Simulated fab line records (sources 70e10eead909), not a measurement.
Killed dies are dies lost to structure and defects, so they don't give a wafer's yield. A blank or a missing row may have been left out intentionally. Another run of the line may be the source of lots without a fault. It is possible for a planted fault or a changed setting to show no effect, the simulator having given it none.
Which of the tools did it?	flow nand harc	24 lots with 72 wafers sampled at 6 steps, on a route of 1302 steps

## WHAT EACH GAUGE READ, for each wafer
The record lacks any reading of a measuring or inspecting step that a usual standard deviation could be used to judge.

## EACH LOT AND THE TOOL THAT RAN IT (in order: tool; ch and the chambers of the sampled wafers; start)
lot	NHARC_A_CONTACT_ETCH_132	NHARC_A_CONTACT_ETCH_88	NHARC_A_CONTACT_ETCH_31	NHARC_A_CONTACT_STRIP_26	NHARC_A_CONTACT_CVD_19	NHARC_A_M0_DEGAS_28
L075	har cap etch-02 ch 0,1, day 22 03:50	rie diel-13 ch 0,1,2, day 22 08:35	rie diel-13 ch 0,1,2, day 22 19:45 or earlier	rie diel-06 ch 1,2, day 22 19:45 or earlier	cvd w-01 ch 0,1, day 22 19:45 or earlier	pvd sputter-01, day 22 19:45
L074	har cap etch-02 ch 0,1, day 22 08:56	rie diel-06 ch 0,1,2, day 22 14:08	rie diel-06 ch 0,2, day 23 01:56 or earlier	rie diel-06 ch 0,1,2, day 23 01:56 or earlier	cvd w-02 ch 0,1, day 23 01:56 or earlier	pvd sputter-02, day 23 01:56
L076	har cap etch-01 ch 0,1, day 22 16:14	rie diel-06 ch 0,1,2, day 22 22:26	rie diel-06 ch 0,2, day 23 10:21 or earlier	rie diel-06 ch 0,2, day 23 10:21 or earlier	cvd w-02 ch 0,1, day 23 10:21 or earlier	pvd sputter-02, day 23 10:21
L078	har cap etch-03 ch 0,1, day 23 07:53	rie diel-13 ch 1,2,3, day 23 12:50	rie diel-13 ch 1,2, day 24 00:10 or earlier	rie diel-01 ch 0,1, day 24 00:10 or earlier	cvd w-01 ch 0,1, day 24 00:10 or earlier	pvd sputter-01, day 24 00:10
L077	har cap etch-02 ch 0,1, day 23 08:10	rie diel-13 ch 0,1,3, day 23 14:40	rie diel-13 ch 0,1,3, day 24 02:10 or earlier	rie diel-01 ch 0,1,3, day 24 02:10 or earlier	cvd w-01 ch 0,1, day 24 02:10 or earlier	pvd sputter-01, day 24 02:10
L080	har cap etch-01 ch 1, day 24 00:20	rie diel-13 ch 1,2,3, day 24 09:14	rie diel-13 ch 0,1,3, day 24 20:44 or earlier	rie diel-06 ch 0,1,2, day 24 20:44 or earlier	cvd w-02 ch 0,1, day 24 20:44 or earlier	pvd sputter-03, day 24 20:44
L079	har cap etch-03 ch 0,1, day 24 04:10	rie diel-06 ch 0,2,3, day 24 09:23	rie diel-06 ch 0,1,3, day 24 21:47 or earlier	rie diel-06 ch 0,2, day 24 21:47 or earlier	cvd w-01 ch 0,1, day 24 21:47 or earlier	pvd sputter-02, day 24 21:47
L081	har cap etch-02 ch 0,1, day 24 15:34	rie diel-06 ch 0,2,3, day 24 20:26	rie diel-06 ch 0,2,3, day 25 07:33 or earlier	rie diel-06 ch 0,2,3, day 25 07:33 or earlier	cvd w-01 ch 0, day 25 07:33 or earlier	pvd sputter-03, day 25 07:33
L082	har cap etch-02 ch 0,1, day 25 16:26	rie diel-06 ch 1,2,3, day 25 23:06	rie diel-06 ch 1,2,3, day 26 10:10 or earlier	rie diel-13 ch 0,1,2, day 26 10:10 or earlier	cvd w-02 ch 0,1, day 26 10:10 or earlier	pvd sputter-02, day 26 10:10
L083	har cap etch-03 ch 0,1, day 26 07:16	rie diel-13 ch 0,3, day 26 11:57	rie diel-13 ch 0,1, day 26 23:17 or earlier	rie diel-13 ch 1,2, day 26 23:17 or earlier	cvd w-02 ch 0, day 26 23:17 or earlier	pvd sputter-03, day 26 23:17
L084	har cap etch-02 ch 0,1, day 26 08:52	rie diel-06 ch 0,2,3, day 26 14:37	rie diel-06 ch 0,1,2, day 27 02:44 or earlier	rie diel-06 ch 0,2,3, day 27 02:44 or earlier	cvd w-02 ch 0,1, day 27 02:44 or earlier	pvd sputter-01, day 27 02:44
L086	har cap etch-03 ch 0,1, day 26 12:18	rie diel-06 ch 1,2,3, day 26 17:11	rie diel-06 ch 0,2,3, day 27 04:56 or earlier	rie diel-06 ch 0,1,2, day 27 04:56 or earlier	cvd w-01 ch 0,1, day 27 04:56 or earlier	pvd sputter-02, day 27 04:56
L085	har cap etch-02 ch 0,1, day 26 20:43	rie diel-01 ch 0,1,2, day 27 03:08	rie diel-01 ch 0,3, day 27 14:34 or earlier	rie diel-13 ch 0,1, day 27 14:34 or earlier	cvd w-01 ch 0,1, day 27 14:34 or earlier	pvd sputter-01, day 27 14:34
L088	har cap etch-02 ch 0,1, day 27 12:53	rie diel-06 ch 0,1,3, day 27 23:29	rie diel-06 ch 0,1,2, day 28 10:27 or earlier	rie diel-06 ch 0,1,2, day 28 10:27 or earlier	cvd w-01 ch 0,1, day 28 10:27 or earlier	pvd sputter-01, day 28 10:27
L087	har cap etch-03 ch 0,1, day 27 15:17	rie diel-13 ch 0,2, day 28 01:22	rie diel-13 ch 1,3, day 28 12:31 or earlier	rie diel-01 ch 0,1,2, day 28 12:31 or earlier	cvd w-02 ch 0,1, day 28 12:31 or earlier	pvd sputter-02, day 28 12:31
L089	har cap etch-01 ch 0,1, day 27 23:57	rie diel-06 ch 1,2,3, day 28 04:58	rie diel-06 ch 0,3, day 28 16:16 or earlier	rie diel-13 ch 1,2, day 28 16:16 or earlier	cvd w-01 ch 0,1, day 28 16:16 or earlier	pvd sputter-03, day 28 16:16
L090	har cap etch-01 ch 0, day 28 10:56	rie diel-13 ch 0,1,2, day 28 16:40	rie diel-13 ch 0,2, day 29 04:06 or earlier	rie diel-13 ch 0,3, day 29 04:06 or earlier	cvd w-02 ch 0,1, day 29 04:06 or earlier	pvd sputter-01, day 29 04:06
L091	har cap etch-02 ch 0,1, day 28 17:58	rie diel-01 ch 1,2,3, day 29 01:05	rie diel-01 ch 0,3, day 29 12:20 or earlier	rie diel-06 ch 1,2,3, day 29 12:20 or earlier	cvd w-02 ch 0,1, day 29 12:20 or earlier	pvd sputter-03, day 29 12:20
L094	har cap etch-02 ch 0,1, day 29 20:24	rie diel-06 ch 0,2,3, day 30 01:25	rie diel-06 ch 1,2,3, day 30 12:27 or earlier	rie diel-06 ch 2,3, day 30 12:27 or earlier	cvd w-01 ch 0,1, day 30 12:27 or earlier	pvd sputter-01, day 30 12:27
L092	har cap etch-03 ch 0,1, day 29 21:27	rie diel-01 ch 0,1,3, day 30 04:43	rie diel-01 ch 0,1, day 30 16:20 or earlier	rie diel-06 ch 1,2, day 30 16:20 or earlier	cvd w-02 ch 0,1, day 30 16:20 or earlier	pvd sputter-01, day 30 16:20
L093	har cap etch-01 ch 0,1, day 30 02:37	rie diel-06 ch 0,2,3, day 30 08:25	rie diel-06 ch 0,3, day 30 20:06 or earlier	rie diel-06 ch 0,1, day 30 20:06 or earlier	cvd w-02 ch 0,1, day 30 20:06 or earlier	pvd sputter-01, day 30 20:06
L096	har cap etch-02 ch 0,1, day 30 16:21	rie diel-13 ch 2,3, day 30 21:19	rie diel-13 ch 1,2, day 31 09:07 or earlier	rie diel-13 ch 1,2, day 31 09:07 or earlier	cvd w-01 ch 0,1, day 31 09:07 or earlier	pvd sputter-01, day 31 09:07
L095	har cap etch-01 ch 0,1, day 30 19:28	rie diel-01 ch 0,1,2, day 31 00:10	rie diel-01 ch 1,2,3, day 31 11:58 or earlier	rie diel-13 ch 0,1,2, day 31 11:58 or earlier	cvd w-02 ch 0, day 31 11:58 or earlier	pvd sputter-01, day 31 11:58
L097	har cap etch-03 ch 0,1, day 32 00:37	rie diel-01 ch 0,3, day 32 07:59	rie diel-01 ch 0,1,3, day 32 19:13 or earlier	rie diel-06 ch 1,2,3, day 32 19:13 or earlier	cvd w-02 ch 0,1, day 32 19:13 or earlier	pvd sputter-03, day 32 19:13
- NHARC_A_CONTACT_ETCH_132: etches the open film in C4F8/O2/Ar, time 197 s, target depth 1924 nm.
- NHARC_A_CONTACT_ETCH_88: etches the open film in CF4, target depth 39 nm, time 65 s.
- NHARC_A_CONTACT_ETCH_31: etches the open film in O2/COS, target depth 2800 nm, time 728 s.
- NHARC_A_CONTACT_STRIP_26: strips in O2.
- NHARC_A_CONTACT_CVD_19: deposits W, target thk 300 nm, time 802 s.
- NHARC_A_M0_DEGAS_28: time 60 s.

## WHAT THE TOOLS THEMSELVES READ (means of the sampled wafers that have a number; where no wafer has one, the mark that the record gives instead)
NHARC_A_CONTACT_ETCH_88.
lot	tool	drypump motor current A (A)	oes product au (a.u.)	rf vpp V (V)	showerhead plenum p Torr (Torr)	throttle valve pct (%)
L075	rie diel-13	6.0	1.001	151.8	1.79	13.281
L074	rie diel-06	5.6	0.996	152.0	1.80	13.291
L076	rie diel-06	5.6	0.996	151.9	1.80	13.285
L078	rie diel-13	5.6	1.012	152.4	1.85	13.284
L077	rie diel-13	5.9	1.009	151.5	1.78	13.280
L080	rie diel-13	5.6	1.003	151.5	1.85	13.280
L079	rie diel-06	5.7	1.005	151.5	1.78	13.296
L081	rie diel-06	5.7	0.994	151.2	1.78	13.286
L082	rie diel-06	5.5	0.995	151.9	1.76	13.272
L083	rie diel-13	5.6	1.013	150.5	1.76	13.279
L084	rie diel-06	5.7	0.991	151.4	1.77	13.289
L086	rie diel-06	5.5	0.996	150.7	1.76	13.281
L085	rie diel-01	5.9	1.008	150.8	1.72	13.273
L088	rie diel-06	5.6	0.998	150.7	1.73	13.284
L087	rie diel-13	6.0	1.007	151.1	1.71	13.278
L089	rie diel-06	5.5	1.003	151.3	1.75	13.290
L090	rie diel-13	6.0	1.006	150.6	1.78	13.287
L091	rie diel-01	5.5	0.991	151.2	1.75	13.293
L094	rie diel-06	5.7	1.008	151.3	1.77	13.276
L092	rie diel-01	5.7	0.989	149.6	1.74	13.283
L093	rie diel-06	5.7	1.011	151.2	1.77	13.291
L096	rie diel-13	5.3	1.000	152.9	1.82	13.285
L095	rie diel-01	5.9	0.997	150.0	1.71	13.279
L097	rie diel-01	5.9	1.001	150.3	1.71	13.279

NHARC_A_CONTACT_ETCH_31.
lot	tool	cos flow sccm (sccm)	drypump motor current A (A)	oes product au (a.u.)	rf vpp V (V)	showerhead plenum p Torr (Torr)	throttle valve pct (%)
L075	rie diel-13	19.95	6.0	1.006	314.5	3.16	28.331
L074	rie diel-06	19.96	5.8	0.986	315.7	3.21	28.328
L076	rie diel-06	20.01	5.7	1.001	316.3	3.25	28.330
L078	rie diel-13	20.00	5.7	1.001	317.0	3.28	28.320
L077	rie diel-13	20.01	5.9	1.019	313.9	3.14	28.326
L080	rie diel-13	19.98	5.9	1.011	314.7	3.13	28.339
L079	rie diel-06	20.01	5.6	0.988	313.8	3.06	28.329
L081	rie diel-06	20.05	5.7	0.995	314.0	3.14	28.325
L082	rie diel-06	19.97	5.5	0.991	313.4	3.10	28.329
L083	rie diel-13	19.97	6.2	1.007	312.6	3.02	28.329
L084	rie diel-06	20.05	5.6	1.000	314.4	3.17	28.329
L086	rie diel-06	19.97	5.7	0.995	314.2	3.13	28.341
L085	rie diel-01	20.04	5.8	1.003	312.8	3.03	28.336
L088	rie diel-06	19.98	5.6	0.990	314.4	3.16	28.325
L087	rie diel-13	19.98	5.5	1.001	314.9	3.23	28.331
L089	rie diel-06	20.01	5.8	0.987	314.4	3.08	28.330
L090	rie diel-13	20.02	5.8	1.006	315.0	3.14	28.324
L091	rie diel-01	20.05	5.8	1.000	313.0	3.03	28.338
L094	rie diel-06	20.05	5.5	1.005	314.1	3.09	28.336
L092	rie diel-01	20.01	6.0	0.988	312.9	3.00	28.332
L093	rie diel-06	20.02	5.8	0.997	313.3	3.08	28.330
L096	rie diel-13	19.98	5.7	1.004	316.0	3.25	28.336
L095	rie diel-01	20.00	5.5	0.997	313.1	3.08	28.336
L097	rie diel-01	19.99	5.7	0.992	312.7	3.06	28.324

NHARC_A_CONTACT_STRIP_26.
lot	tool	drypump motor current A (A)	oes product au (a.u.)	rf vpp V (V)	showerhead plenum p Torr (Torr)	throttle valve pct (%)
L075	rie diel-06	5.5	1.004	58.3	3.64	17.038
L074	rie diel-06	5.6	0.994	58.0	3.59	17.047
L076	rie diel-06	5.7	0.998	58.1	3.67	17.041
L078	rie diel-01	6.0	0.993	58.1	3.42	17.035
L077	rie diel-01	5.6	0.985	57.1	3.50	17.043
L080	rie diel-06	5.6	0.997	58.0	3.58	17.036
L079	rie diel-06	5.7	1.002	58.3	3.66	17.033
L081	rie diel-06	5.7	0.995	57.2	3.54	17.045
L082	rie diel-13	6.0	0.992	58.2	3.56	17.038
L083	rie diel-13	5.9	0.991	58.8	3.70	17.049
L084	rie diel-06	5.7	0.992	57.1	3.54	17.038
L086	rie diel-06	5.6	0.995	57.6	3.58	17.034
L085	rie diel-13	6.2	0.999	57.6	3.55	17.039
L088	rie diel-06	5.6	0.994	57.1	3.57	17.031
L087	rie diel-01	5.9	0.993	57.9	3.42	17.039
L089	rie diel-13	5.9	1.003	57.7	3.69	17.041
L090	rie diel-13	5.9	1.024	57.2	3.39	17.041
L091	rie diel-06	5.5	1.006	57.8	3.50	17.034
L094	rie diel-06	5.6	1.005	58.1	3.58	17.039
L092	rie diel-06	5.5	1.008	58.4	3.62	17.036
L093	rie diel-06	5.7	0.997	57.7	3.52	17.025
L096	rie diel-13	5.9	1.003	58.4	3.68	17.042
L095	rie diel-13	6.0	0.998	58.2	3.72	17.039
L097	rie diel-06	5.5	0.999	57.4	3.49	17.029

NHARC_A_CONTACT_CVD_19.
lot	tool	heater power w (W)	throttle valve pct (%)
L075	cvd w-01	443	7.98
L074	cvd w-02	499	8.03
L076	cvd w-02	501	8.01
L078	cvd w-01	451	8.06
L077	cvd w-01	446	8.07
L080	cvd w-02	489	8.07
L079	cvd w-01	418	7.78
L081	cvd w-01	409	7.75
L082	cvd w-02	498	7.98
L083	cvd w-02	488	8.03
L084	cvd w-02	498	7.99
L086	cvd w-01	435	7.96
L085	cvd w-01	440	7.67
L088	cvd w-01	443	7.79
L087	cvd w-02	481	7.79
L089	cvd w-01	419	7.90
L090	cvd w-02	483	7.81
L091	cvd w-02	489	7.91
L094	cvd w-01	440	7.86
L092	cvd w-02	485	7.98
L093	cvd w-02	481	8.03
L096	cvd w-01	442	7.92
L095	cvd w-02	474	7.68
L097	cvd w-02	491	7.99

NHARC_A_M0_DEGAS_28.
lot	tool	heater power w (W)
L075	pvd sputter-01	353
L074	pvd sputter-02	311
L076	pvd sputter-02	357
L078	pvd sputter-01	364
L077	pvd sputter-01	361
L080	pvd sputter-03	308
L079	pvd sputter-02	329
L081	pvd sputter-03	307
L082	pvd sputter-02	321
L083	pvd sputter-03	300
L084	pvd sputter-01	351
L086	pvd sputter-02	311
L085	pvd sputter-01	333
L088	pvd sputter-01	347
L087	pvd sputter-02	311
L089	pvd sputter-03	299
L090	pvd sputter-01	353
L091	pvd sputter-03	300
L094	pvd sputter-01	349
L092	pvd sputter-01	362
L093	pvd sputter-01	351
L096	pvd sputter-01	356
L095	pvd sputter-01	347
L097	pvd sputter-03	301

## THE ANSWER, worked out from the rows above alone
Rule: the usual values come from the lots themselves. The widest of any qualifying gaps counts: lots, ordered by their means at a reading, are off when they make up no more than a third of the lots, leave a main group of 4 or more, and stand apart from it by 3 or more times the standard deviation of that group's means. Not used: any main group whose means are identical at the precision the tables above print for the reading. Also off: a lot with no number at a reading for which 4 or more lots have one. Where the step has rows for the other lots, those lots are counted as sound. First the gauges in route order, then the tools' own readings, where a lot's mean is used as printed above. At the first step where some lot is off, the reading lying furthest off is the one used; lots without a number count as furthest.
No lot is off at any reading shown: from this, nothing can be told.

## WHAT HAD BEEN PUT IN BY THE SIMULATOR
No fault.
